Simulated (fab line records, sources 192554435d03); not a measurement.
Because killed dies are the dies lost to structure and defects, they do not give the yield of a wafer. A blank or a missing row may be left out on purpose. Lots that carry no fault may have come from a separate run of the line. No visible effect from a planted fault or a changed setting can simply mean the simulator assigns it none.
fab line records	flow n5-finfet
[record] lots = 24	wafers = 72	last-day = 20
route steps=1938 shown BEOL_M9@1443 BEOL_M11@1540
lots that met no fault: taken from a fault-free run of the same line
start-h: start of the lot's first displayed wafer, in hours after the record's first day	wait-h: hours since the lot's step before	" identical to the entry in the row above	L1.1+2: a row that stands for several wafers	- value missing, or start not given	* or withheld: withheld	< > ~ a bound
route shown NAME@n: names a module that has steps shown in the file, with the first one's number in the route	usual: mean/standard deviation of fault-free wafers	same: alike in all rows	chamber/n: place in a boat	sites: each site's reading	_std_site: the values' standard deviation	_edge_site: outer sites' mean less inner sites'	radius-mm: how far each site lies from the wafer's centre	mask NAME#n: copy n	behind: the most recent tool/chamber to have shaped the wafer	hold: cause of the lot's hold/its duration in hours/its outcome	device: whichever transistor did not switch (one of n, p or np)	end of line: tests of these same wafers at the route's end	a step with no rows: only its recipe	killed: count of dies lost to structure and defects at first sort (not the wafer's yield)	map: the dies of a wafer, with x for killed, . for not killed, _ for no die there
set.NAME: setting as actually run; set.NAME@STEP: the setting as run at that earlier step	model.NAME: the simulator's own value behind a step, which no gauge read
the route's steps for a sample of lots (tables are steps, rows are wafers)
services: the hour from which a tool's chamber was out of use, counted from the record's first day as start-h (under 0 if before that day), plus the number of hours and why
[[steps]]
[step N5_BEOL_M9_VIA_ETCH_34]
[recipe] chemistry = C4F6/O2	target = SiCOH_lowk	target-depth-a = 1824	mask-material = SOC	taper-deg = 4	time-s = 68.4	ion-energy-ev = 250	pressure-mtorr = 30	source-w = 345	bias-w = 185	Ar_flow_sccm = 300	C4F6_flow_sccm = 10	O2_flow_sccm = 10
[usual] drypump-motor-current-A = 5.6/0.46	oes-product-au = 0.82/0.11	rf-vpp-V = 675/8.6	showerhead-plenum-p-Torr = 2.87/0.089	throttle-valve-pct = 20.72/0.24
lot.wafer	tool	chamber	start-h	wait-h	drypump-motor-current-A	oes-product-au	rf-hours-counter-h	rf-vpp-V	showerhead-plenum-p-Torr	throttle-valve-pct
L075.2	rie-diel-02	2	236.16	0.0	5.6	0.72	203	674	2.91	20.60
L075.4	"	3	"	"	6.0	0.71	-	666	2.73	21.01
L075.5	"	2	"	"	5.6	0.72	-	672	2.91	20.59
L074.2	rie-diel-05	0	236.31	0.0	5.6	0.95	11	659	2.79	20.75
L074.4	"	3	"	"	5.0	0.68	-	685	2.92	20.93
L074.6	"	0	"	"	5.6	0.96	-	659	2.79	20.74
L076.3	rie-diel-05	3	243.41	0.0	5.0	0.67	242	686	2.92	20.94
L076.4	"	2	"	"	5.6	1.02	1	677	3.04	20.69
L076.5	"	1	"	"	5.5	0.84	-	681	3.02	20.76
L078.1	rie-diel-03	1	260.07	0.0	6.4	0.93	16	665	2.80	20.44
L078.4	"	2	"	"	5.7	0.98	1	676	2.90	20.41
L078.5	"	0	"	"	5.1	0.71	-	683	2.91	20.88
L077.1	rie-diel-03	0	268.26	0.0	5.1	0.71	222	683	2.91	20.87
L077.5	"	2	"	"	5.7	0.97	-	677	2.89	20.41
L077.6	"	3	"	"	5.2	0.81	-	685	2.90	20.86
L079.1	rie-diel-05	2	281.98	0.0	5.6	0.96	15	677	3.03	20.69
L079.2	"	1	"	"	5.4	0.83	86	683	3.01	20.79
L079.3	"	0	"	"	5.6	0.91	27	658	2.78	20.75
L080.1	rie-diel-02	0	286.79	0.0	5.0	0.96	5	674	2.91	20.23
L080.2	"	3	"	"	6.0	0.70	226	664	2.72	21.04
L080.4	"	2	"	"	5.6	0.70	223	672	2.90	20.61
L081.2	rie-diel-05	0	287.05	0.0	5.5	0.91	28	657	2.78	20.77
L081.3	"	1	"	"	5.4	0.83	88	682	3.01	20.78
L081.4	"	0	"	"	5.6	0.91	-	659	2.78	20.76
L082.3	rie-diel-05	1	293.65	0.0	5.4	0.84	89	681	3.01	20.79
L082.5	"	0	"	"	5.6	0.91	-	658	2.78	20.76
L082.6	"	3	"	"	5.0	1.00	-	683	2.92	20.62
L083.1	rie-diel-03	1	317.72	0.0	6.3	0.88	34	665	2.79	20.45
L083.3	"	2	"	"	5.7	0.92	19	675	2.89	20.45
L083.5	"	0	"	"	5.1	0.70	-	683	2.90	20.88
L085.3	rie-diel-05	3	337.97	0.0	4.9	0.95	10	685	2.91	20.61
L085.4	"	2	"	"	5.6	0.92	27	677	3.02	20.73
L085.6	"	2	"	"	5.6	0.94	-	677	3.02	20.72
L084.3	rie-diel-02	1	338.14	0.0	6.4	0.73	173	670	2.74	21.12
L084.5	"	1	"	"	6.4	0.72	-	671	2.74	21.13
L084.6	"	2	"	"	5.5	0.69	-	673	2.89	20.61
L088.1	rie-diel-02	2	344.62	0.0	5.6	0.69	238	674	2.89	20.64
L088.3	"	0	"	"	5.0	0.92	21	674	2.90	20.27
L088.6	"	3	"	"	6.0	0.69	-	665	2.71	21.05
L086.2	rie-diel-03	3	346.89	0.0	5.2	0.78	104	686	2.89	20.90
L086.3	"	1	"	"	6.4	0.86	44	665	2.79	20.47
L086.5	"	3	"	"	5.2	0.77	-	686	2.89	20.90
L087.1	rie-diel-02	2	346.97	0.0	5.6	0.67	239	673	2.89	20.64
L087.2	"	1	"	"	6.4	0.72	176	671	2.74	21.15
L087.5	"	3	"	"	6.0	0.69	-	663	2.71	21.05
L089.2	rie-diel-02	3	349.75	0.0	6.0	0.68	243	665	2.71	21.08
L089.3	"	2	"	"	5.6	0.68	239	672	2.89	20.64
L089.5	"	3	"	"	6.0	0.68	-	663	2.71	21.06
L092.3	rie-diel-03	0	357.00	0.0	5.1	0.68	249	683	2.90	20.91
L092.4	"	1	"	"	6.3	0.86	48	664	2.78	20.49
L092.5	"	2	"	"	5.6	0.90	-	676	2.89	20.43
L090.4	rie-diel-03	2	357.43	0.0	5.7	0.89	26	676	2.88	20.43
L090.5	"	3	"	"	5.1	0.78	-	684	2.89	20.89
L090.6	"	2	"	"	5.6	0.89	-	677	2.88	20.45
L091.2	rie-diel-03	3	367.19	0.0	5.2	0.77	112	685	2.89	20.92
L091.4	"	2	"	"	5.6	0.88	-	678	2.88	20.44
L091.6	"	1	"	"	6.3	0.85	-	664	2.78	20.51
L094.1	rie-diel-03	1	370.50	0.0	6.4	0.85	53	664	2.78	20.50
L094.2	"	2	"	"	5.7	0.89	31	676	2.88	20.47
L094.6	"	2	"	"	5.7	0.88	-	676	2.88	20.45
L093.1	rie-diel-02	2	373.99	0.0	5.6	0.67	249	672	2.89	20.65
L093.2	"	1	"	"	6.4	0.71	186	669	2.73	21.15
L093.6	"	2	"	"	5.5	0.67	-	672	2.89	20.64
L095.2	rie-diel-03	2	378.05	0.0	5.7	0.88	33	677	2.88	20.45
L095.3	"	0	"	"	5.1	1.01	1	682	2.90	20.47
L095.6	"	0	"	"	5.1	1.01	-	684	2.90	20.47
L096.1	rie-diel-03	3	378.56	0.0	5.2	0.77	116	684	2.88	20.91
L096.2	"	1	"	"	6.4	0.85	56	664	2.78	20.48
L096.4	"	2	"	"	5.6	0.89	34	676	2.88	20.46
L097.1	rie-diel-03	0	408.75	0.0	5.1	0.96	10	683	2.89	20.49
L097.2	"	3	"	"	5.2	0.76	125	685	2.88	20.92
L097.4	"	1	"	"	6.3	0.83	64	665	2.78	20.50
[step N5_BEOL_M9_CURE_72]
[recipe] temp-c = 370	time-s = 120	ambient = DMADMS/He	material = SiCOH_lowk
[usual] lamp-power-pct = 52.31/0.059	wafer_temp_C_max = 372.0/0.54
lot.wafer	tool	chamber	start-h	wait-h	lamp-power-pct	wafer_temp_C_max
L075.2	uv-cure-03	0	236.69	0.1	52.33	371.4
L075.4	"	0	"	"	52.37	371.5
L075.5	"	0	"	"	52.28	371.5
L074.2	uv-cure-03	2	236.99	0.2	52.45	372.6
L074.4	"	2	"	"	52.38	372.1
L074.6	"	2	"	"	52.29	372.2
L076.3	uv-cure-03	2	243.98	0.1	52.30	371.7
L076.4	"	2	"	"	52.26	371.6
L076.5	"	2	"	"	52.31	372.3
L078.1	uv-cure-02	0	260.54	0.0	52.19	371.9
L078.4	"	0	"	"	52.37	372.3
L078.5	"	0	"	"	52.31	371.1
L077.1	uv-cure-03	1	268.73	0.0	52.40	372.5
L077.5	"	1	"	"	52.36	372.3
L077.6	"	1	"	"	52.33	372.6
L079.1	uv-cure-02	2	282.45	0.0	52.30	373.5
L079.2	"	2	"	"	52.17	373.2
L079.3	"	2	"	"	52.28	373.1
L080.1	uv-cure-01	0	287.26	0.0	52.27	371.6
L080.2	"	0	"	"	52.29	371.5
L080.4	"	0	"	"	52.40	371.9
L081.2	uv-cure-02	2	287.57	0.1	52.27	372.6
L081.3	"	2	"	"	52.27	371.8
L081.4	"	2	"	"	52.31	373.6
L082.3	uv-cure-02	2	294.22	0.1	52.37	372.5
L082.5	"	2	"	"	52.30	371.6
L082.6	"	2	"	"	52.25	371.8
L083.1	uv-cure-01	0	318.19	0.0	52.36	371.9
L083.3	"	0	"	"	52.24	371.8
L083.5	"	0	"	"	52.34	371.5
L085.3	uv-cure-03	1	338.54	0.1	52.23	371.7
L085.4	"	1	"	"	52.18	371.6
L085.6	"	1	"	"	52.39	372.8
L084.3	uv-cure-02	1	338.71	0.1	52.30	372.3
L084.5	"	1	"	"	52.43	371.4
L084.6	"	1	"	"	52.29	372.0
L088.1	uv-cure-01	0	345.09	0.0	52.30	371.5
L088.3	"	0	"	"	52.38	371.4
L088.6	"	0	"	"	52.41	371.2
L086.2	uv-cure-03	2	347.83	0.5	52.24	372.6
L086.3	"	2	"	"	52.18	372.4
L086.5	"	2	"	"	52.33	372.4
L087.1	uv-cure-03	1	348.38	1.0	52.31	372.3
L087.2	"	1	"	"	52.32	372.3
L087.5	"	1	"	"	52.27	372.8
L089.2	uv-cure-03	0	350.65	0.5	52.29	371.4
L089.3	"	0	"	"	52.29	371.5
L089.5	"	0	"	"	52.37	371.1
L092.3	uv-cure-03	0	357.58	0.1	52.36	371.0
L092.4	"	0	"	"	52.29	371.5
L092.5	"	0	"	"	52.27	371.3
L090.4	uv-cure-03	0	358.53	0.7	52.28	371.0
L090.5	"	0	"	"	52.33	371.9
L090.6	"	0	"	"	52.32	371.7
L091.2	uv-cure-01	1	367.76	0.1	52.28	372.9
L091.4	"	1	"	"	52.34	372.1
L091.6	"	1	"	"	52.29	372.7
L094.1	uv-cure-02	2	370.97	0.0	52.38	372.0
L094.2	"	2	"	"	52.26	371.6
L094.6	"	2	"	"	52.34	372.3
L093.1	uv-cure-03	2	374.53	0.1	52.23	372.0
L093.2	"	2	"	"	52.31	372.6
L093.6	"	2	"	"	52.31	372.1
L095.2	uv-cure-03	1	378.58	0.1	52.37	372.3
L095.3	"	1	"	"	52.37	372.3
L095.6	"	1	"	"	52.25	371.6
L096.1	uv-cure-02	0	379.03	0.0	52.26	371.4
L096.2	"	0	"	"	52.30	371.7
L096.4	"	0	"	"	52.33	371.6
L097.1	uv-cure-01	1	409.22	0.0	52.35	372.5
L097.2	"	1	"	"	52.40	372.4
L097.4	"	1	"	"	52.46	371.9
[step N5_BEOL_M9_DEGAS_44]
[recipe] ambient = vacuum	temp-c = 250	time-s = 60
[usual] heater-power-w = 334/35	susceptor-temp-C = 250.03/0.19
lot.wafer	tool	chamber	start-h	wait-h	heater-power-w	susceptor-temp-C
L075.2	pvd-sputter-03	-	237.20	0.5	335	250.33
L075.4	"	-	"	"	292	249.82
L075.5	"	-	"	"	292	249.68
L074.2	pvd-sputter-03	-	237.36	0.3	297	249.98
L074.4	"	-	"	"	324	250.29
L074.6	"	-	"	"	329	250.12
L076.3	pvd-sputter-02	-	244.36	0.3	361	250.03
L076.4	"	-	"	"	318	250.08
L076.5	"	-	"	"	392	249.99
L078.1	pvd-sputter-03	-	261.14	0.6	293	250.38
L078.4	"	-	"	"	324	250.17
L078.5	"	-	"	"	322	250.06
L077.1	pvd-sputter-02	-	269.29	0.5	380	250.35
L077.5	"	-	"	"	335	249.93
L077.6	"	-	"	"	389	250.09
L079.1	pvd-sputter-03	-	282.82	0.3	317	249.94
L079.2	"	-	"	"	420	249.91
L079.3	"	-	"	"	330	250.14
L080.1	pvd-sputter-02	-	287.88	0.6	382	250.06
L080.2	"	-	"	"	336	250.29
L080.4	"	-	"	"	353	250.08
L081.2	pvd-sputter-01	-	287.98	0.4	328	250.07
L081.3	"	-	"	"	330	250.07
L081.4	"	-	"	"	286	250.16
L082.3	pvd-sputter-03	-	294.55	0.3	328	249.97
L082.5	"	-	"	"	330	249.95
L082.6	"	-	"	"	292	250.13
L083.1	pvd-sputter-01	-	318.66	0.4	289	249.79
L083.3	"	-	"	"	324	250.38
L083.5	"	-	"	"	329	250.07
L085.3	pvd-sputter-03	-	339.00	0.4	331	249.95
L085.4	"	-	"	"	297	250.17
L085.6	"	-	"	"	401	250.19
L084.3	pvd-sputter-03	-	339.08	0.3	322	250.30
L084.5	"	-	"	"	294	249.69
L084.6	"	-	"	"	399	249.80
L088.1	pvd-sputter-03	-	345.48	0.3	333	249.99
L088.3	"	-	"	"	294	250.12
L088.6	"	-	"	"	290	250.37
L086.2	pvd-sputter-01	-	348.13	0.2	353	250.39
L086.3	"	-	"	"	330	249.78
L086.5	"	-	"	"	340	250.02
L087.1	pvd-sputter-03	-	349.80	1.4	401	250.00
L087.2	"	-	"	"	298	250.01
L087.5	"	-	"	"	412	250.15
L089.2	pvd-sputter-01	-	350.97	0.3	334	250.04
L089.3	"	-	"	"	346	249.69
L089.5	"	-	"	"	290	249.77
L092.3	pvd-sputter-03	-	357.80	0.2	323	250.05
L092.4	"	-	"	"	399	250.04
L092.5	"	-	"	"	334	250.05
L090.4	pvd-sputter-01	-	358.88	0.3	347	249.86
L090.5	"	-	"	"	288	249.93
L090.6	"	-	"	"	336	250.19
L091.2	pvd-sputter-01	-	368.29	0.4	332	250.24
L091.4	"	-	"	"	334	249.73
L091.6	"	-	"	"	286	249.86
L094.1	pvd-sputter-03	-	371.66	0.6	295	249.79
L094.2	"	-	"	"	405	250.24
L094.6	"	-	"	"	325	249.76
L093.1	pvd-sputter-02	-	374.94	0.4	386	250.01
L093.2	"	-	"	"	327	249.88
L093.6	"	-	"	"	338	249.96
L095.2	pvd-sputter-01	-	379.35	0.7	342	249.90
L095.3	"	-	"	"	327	250.10
L095.6	"	-	"	"	335	250.10
L096.1	pvd-sputter-02	-	379.62	0.5	387	249.64
L096.2	"	-	"	"	336	250.09
L096.4	"	-	"	"	325	249.77
L097.1	pvd-sputter-03	-	409.94	0.7	298	249.90
L097.2	"	-	"	"	400	249.81
L097.4	"	-	"	"	319	249.88
[step N5_BEOL_M9_SURFACE_TREAT_79]
[recipe] gas = Ar	time-s = *	ion-energy-ev = *	ion-current-ma-cm2 = 0.5	pressure-mtorr = *	ar-flow-sccm = 30
[usual] throttle-valve-pct = *
lot.wafer	tool	chamber	start-h	wait-h	throttle-valve-pct
L075.2	pvd-sputter-03	-	237.66	0.2	*
L075.4	"	-	"	"	*
L075.5	"	-	"	"	*
L074.2	pvd-sputter-03	-	238.22	0.5	*
L074.4	"	-	"	"	*
L074.6	"	-	"	"	*
L076.3	pvd-sputter-03	-	244.80	0.2	*
L076.4	"	-	"	"	*
L076.5	"	-	"	"	*
L078.1	pvd-sputter-02	-	261.59	0.2	*
L078.4	"	-	"	"	*
L078.5	"	-	"	"	*
L077.1	pvd-sputter-03	-	269.79	0.2	*
L077.5	"	-	"	"	*
L077.6	"	-	"	"	*
L079.1	pvd-sputter-01	-	283.20	0.2	*
L079.2	"	-	"	"	*
L079.3	"	-	"	"	*
L080.1	pvd-sputter-02	-	288.30	0.2	*
L080.2	"	-	"	"	*
L080.4	"	-	"	"	*
L081.2	pvd-sputter-02	-	288.44	0.2	*
L081.3	"	-	"	"	*
L081.4	"	-	"	"	*
L082.3	pvd-sputter-03	-	295.07	0.3	*
L082.5	"	-	"	"	*
L082.6	"	-	"	"	*
L083.1	pvd-sputter-03	-	319.05	0.2	*
L083.3	"	-	"	"	*
L083.5	"	-	"	"	*
L085.3	pvd-sputter-03	-	339.48	0.2	*
L085.4	"	-	"	"	*
L085.6	"	-	"	"	*
L084.3	pvd-sputter-03	-	339.52	0.2	*
L084.5	"	-	"	"	*
L084.6	"	-	"	"	*
L088.1	pvd-sputter-02	-	345.97	0.3	*
L088.3	"	-	"	"	*
L088.6	"	-	"	"	*
L086.2	pvd-sputter-03	-	349.68	1.1	*
L086.3	"	-	"	"	*
L086.5	"	-	"	"	*
L087.1	pvd-sputter-01	-	350.19	0.2	*
L087.2	"	-	"	"	*
L087.5	"	-	"	"	*
L089.2	pvd-sputter-03	-	351.60	0.2	*
L089.3	"	-	"	"	*
L089.5	"	-	"	"	*
L092.3	pvd-sputter-01	-	358.22	0.2	*
L092.4	"	-	"	"	*
L092.5	"	-	"	"	*
L090.4	pvd-sputter-01	-	359.36	0.2	*
L090.5	"	-	"	"	*
L090.6	"	-	"	"	*
L091.2	pvd-sputter-01	-	368.77	0.2	*
L091.4	"	-	"	"	*
L091.6	"	-	"	"	*
L094.1	pvd-sputter-03	-	372.13	0.2	*
L094.2	"	-	"	"	*
L094.6	"	-	"	"	*
L093.1	pvd-sputter-01	-	375.39	0.2	*
L093.2	"	-	"	"	*
L093.6	"	-	"	"	*
L095.2	pvd-sputter-02	-	381.54	2.0	*
L095.3	"	-	"	"	*
L095.6	"	-	"	"	*
L096.1	pvd-sputter-02	-	381.74	1.7	*
L096.2	"	-	"	"	*
L096.4	"	-	"	"	*
L097.1	pvd-sputter-03	-	410.38	0.2	*
L097.2	"	-	"	"	*
L097.4	"	-	"	"	*
[step N5_BEOL_M11_HM_DEP_02]
[recipe] material = TiN	target-thk-a = 200	temp-c = 25	chamber-pressure-pa = 0.49996
[usual] susceptor-temp-C = 25.00/0.1	throttle-valve-pct = 29.8/0.87
lot.wafer	tool	chamber	start-h	wait-h	susceptor-temp-C	throttle-valve-pct
L074.2	pvd-sputter-03	-	248.41	1.4	25.05	29.9
L074.4	"	-	"	"	24.96	29.4
L074.6	"	-	"	"	25.05	29.5
L075.2	pvd-sputter-01	-	248.45	1.2	24.92	30.2
L075.4	"	-	"	"	24.91	31.3
L075.5	"	-	"	"	24.95	28.5
L076.3	pvd-sputter-03	-	253.41	0.3	25.04	29.4
L076.4	"	-	"	"	24.93	29.2
L076.5	"	-	"	"	25.13	31.0
L078.1	pvd-sputter-02	-	272.92	1.0	24.86	29.1
L078.4	"	-	"	"	24.82	29.9
L078.5	"	-	"	"	24.98	28.9
L077.1	pvd-sputter-01	-	279.43	0.6	25.03	28.3
L077.5	"	-	"	"	24.95	31.2
L077.6	"	-	"	"	25.09	29.9
L079.1	pvd-sputter-03	-	295.39	0.5	25.22	29.8
L079.2	"	-	"	"	24.99	29.0
L079.3	"	-	"	"	25.19	30.6
L081.2	pvd-sputter-01	-	299.76	2.6	24.94	31.4
L081.3	"	-	"	"	25.03	28.3
L081.4	"	-	"	"	24.94	30.3
L080.1	pvd-sputter-03	-	300.15	1.3	24.90	29.0
L080.2	"	-	"	"	25.03	29.6
L080.4	"	-	"	"	24.94	29.3
L082.3	pvd-sputter-01	-	309.34	1.5	24.93	28.1
L082.5	"	-	"	"	25.05	30.2
L082.6	"	-	"	"	25.00	30.0
L083.1	pvd-sputter-01	-	334.63	3.3	25.01	28.2
L083.3	"	-	"	"	25.14	29.8
L083.5	"	-	"	"	24.85	31.1
L085.3	pvd-sputter-01	-	350.23	1.0	24.93	29.9
L085.4	"	-	"	"	24.90	28.3
L085.6	"	-	"	"	24.96	30.2
L084.3	pvd-sputter-03	-	350.32	0.6	24.96	29.0
L084.5	"	-	"	"	24.95	29.2
L084.6	"	-	"	"	24.98	30.7
L088.1	pvd-sputter-01	-	353.47	0.2	25.07	31.2
L088.3	"	-	"	"	25.01	30.3
L088.6	"	-	"	"	24.99	31.3
L086.2	pvd-sputter-03	-	361.95	0.8	25.10	29.2
L086.3	"	-	"	"	24.91	29.5
L086.5	"	-	"	"	25.04	30.7
L087.1	pvd-sputter-03	-	362.20	0.9	25.07	29.2
L087.2	"	-	"	"	25.02	29.7
L087.5	"	-	"	"	24.88	30.3
L089.2	pvd-sputter-01	-	367.37	3.3	25.09	30.1
L089.3	"	-	"	"	25.12	30.1
L089.5	"	-	"	"	25.22	28.3
L092.3	pvd-sputter-02	-	369.26	0.4	24.90	29.8
L092.4	"	-	"	"	25.04	29.8
L092.5	"	-	"	"	25.05	29.5
L090.4	pvd-sputter-01	-	374.57	2.4	24.94	28.1
L090.5	"	-	"	"	24.83	28.6
L090.6	"	-	"	"	24.79	31.1
L091.2	pvd-sputter-01	-	379.09	0.9	24.91	30.9
L091.4	"	-	"	"	24.77	30.1
L091.6	"	-	"	"	24.92	30.9
L094.1	pvd-sputter-03	-	384.52	1.1	24.88	30.8
L094.2	"	-	"	"	25.04	29.2
L094.6	"	-	"	"	25.17	29.6
L093.1	pvd-sputter-02	-	385.86	0.3	25.06	29.9
L093.2	"	-	"	"	24.98	29.1
L093.6	"	-	"	"	25.04	29.6
L096.1	pvd-sputter-02	-	393.26	1.5	24.73	30.2
L096.2	"	-	"	"	24.92	30.0
L096.4	"	-	"	"	25.00	29.6
L095.2	pvd-sputter-01	-	394.17	2.0	24.92	29.9
L095.3	"	-	"	"	25.00	31.3
L095.6	"	-	"	"	25.00	28.1
L097.1	pvd-sputter-01	-	421.84	0.8	25.00	28.1
L097.2	"	-	"	"	24.99	30.4
L097.4	"	-	"	"	24.93	30.2
[step N5_BEOL_M11_OVL_MEAS_12]
[recipe] points-per-wafer = 44
[usual] M11_OVL = 0.1/0.83
lot.wafer	tool	chamber	start-h	wait-h	M11_OVL[nm]
L074.2	overlay-01	0	248.81	0.0	0.2
L074.4	"	0	"	"	0.0
L074.6	"	0	"	"	0.4
L075.2	overlay-02	0	248.85	0.0	-0.1
L075.4	"	0	"	"	0.8
L075.5	"	0	"	"	0.3
L076.3	overlay-02	0	253.81	0.0	0.7
L076.4	"	0	"	"	0.3
L076.5	"	0	"	"	0.2
L078.1	overlay-02	0	273.48	0.0	0.3
L078.4	"	0	"	"	1.9
L078.5	"	0	"	"	1.2
L077.1	overlay-01	0	279.95	0.0	-0.6
L077.5	"	0	"	"	-0.6
L077.6	"	0	"	"	0.0
L079.1	overlay-01	0	295.91	0.0	0.0
L079.2	"	0	"	"	0.2
L079.3	"	0	"	"	-0.1
L081.2	overlay-02	0	300.16	0.0	0.7
L081.3	"	0	"	"	0.6
L081.4	"	0	"	"	-0.4
L080.1	overlay-01	0	300.55	0.0	0.2
L080.2	"	0	"	"	0.4
L080.4	"	0	"	"	2.1
L082.3	overlay-02	0	309.87	0.0	-0.7
L082.5	"	0	"	"	-1.6
L082.6	"	0	"	"	0.3
L083.1	overlay-01	0	335.16	0.0	-1.4
L083.3	"	0	"	"	-1.1
L083.5	"	0	"	"	-1.7
L085.3	overlay-02	0	350.75	0.0	0.7
L085.4	"	0	"	"	1.4
L085.6	"	0	"	"	-0.4
L084.3	overlay-02	0	350.92	0.0	-0.2
L084.5	"	0	"	"	-1.2
L084.6	"	0	"	"	-0.1
L088.1	overlay-01	0	353.99	0.0	1.3
L088.3	"	0	"	"	-0.4
L088.6	"	0	"	"	-0.2
L086.2	overlay-02	0	362.37	0.0	-0.9
L086.3	"	0	"	"	-1.0
L086.5	"	0	"	"	-1.1
L087.1	overlay-01	0	362.74	0.0	1.5
L087.2	"	0	"	"	0.4
L087.5	"	0	"	"	1.4
L089.2	overlay-01	0	367.90	0.0	-0.6
L089.3	"	0	"	"	-0.4
L089.5	"	0	"	"	-0.5
L092.3	overlay-02	0	369.66	0.0	-0.8
L092.4	"	0	"	"	0.0
L092.5	"	0	"	"	-0.3
L090.4	overlay-02	0	374.97	0.0	0.3
L090.5	"	0	"	"	-0.2
L090.6	"	0	"	"	0.6
L091.2	overlay-02	0	379.61	0.0	-0.2
L091.4	"	0	"	"	0.1
L091.6	"	0	"	"	0.7
L094.1	overlay-02	0	384.92	0.0	-1.5
L094.2	"	0	"	"	0.1
L094.6	"	0	"	"	-0.1
L093.1	overlay-02	0	386.39	0.0	-0.2
L093.2	"	0	"	"	0.5
L093.6	"	0	"	"	1.0
L096.1	overlay-01	0	393.66	0.0	1.0
L096.2	"	0	"	"	-0.2
L096.4	"	0	"	"	0.4
L095.2	overlay-01	0	394.69	0.0	0.3
L095.3	"	0	"	"	1.1
L095.6	"	0	"	"	0.7
L097.1	overlay-02	0	422.24	0.0	1.1
L097.2	"	0	"	"	0.5
L097.4	"	0	"	"	0.5
[[services]]
tool	chamber	start-h	hours	kind
rie-diel-02	1	229.90	7.5	repair
uv-cure-02	-	250.78	4.0	repair
rie-diel-05	1	270.40	3.0	repair
uv-cure-03	-	272.43	7.5	pm
rie-diel-02	0	274.42	7.1	repair
uv-cure-03	-	298.18	7.1	repair
uv-cure-03	-	305.55	2.8	pm
rie-diel-05	1	330.57	3.3	repair
rie-diel-03	2	333.39	19.1	repair
rie-diel-05	-	333.75	0.4	repair
uv-cure-02	-	344.70	7.5	pm
pvd-sputter-01	-	344.74	1.6	repair
rie-diel-02	0	350.54	31.6	repair
pvd-sputter-02	-	351.20	11.7	repair
uv-cure-02	-	355.44	7.5	pm
uv-cure-02	-	362.99	5.0	pm
uv-cure-03	-	372.66	0.3	repair
uv-cure-02	-	374.17	2.2	repair
pvd-sputter-03	-	378.22	3.7	repair
rie-diel-05	-	385.81	4.3	pm
rie-diel-03	-	388.37	4.3	pm
rie-diel-05	3	390.15	6.0	repair
rie-diel-03	3	418.14	1.4	repair
pvd-sputter-03	-	421.46	2.4	repair
[[key]]
fault none
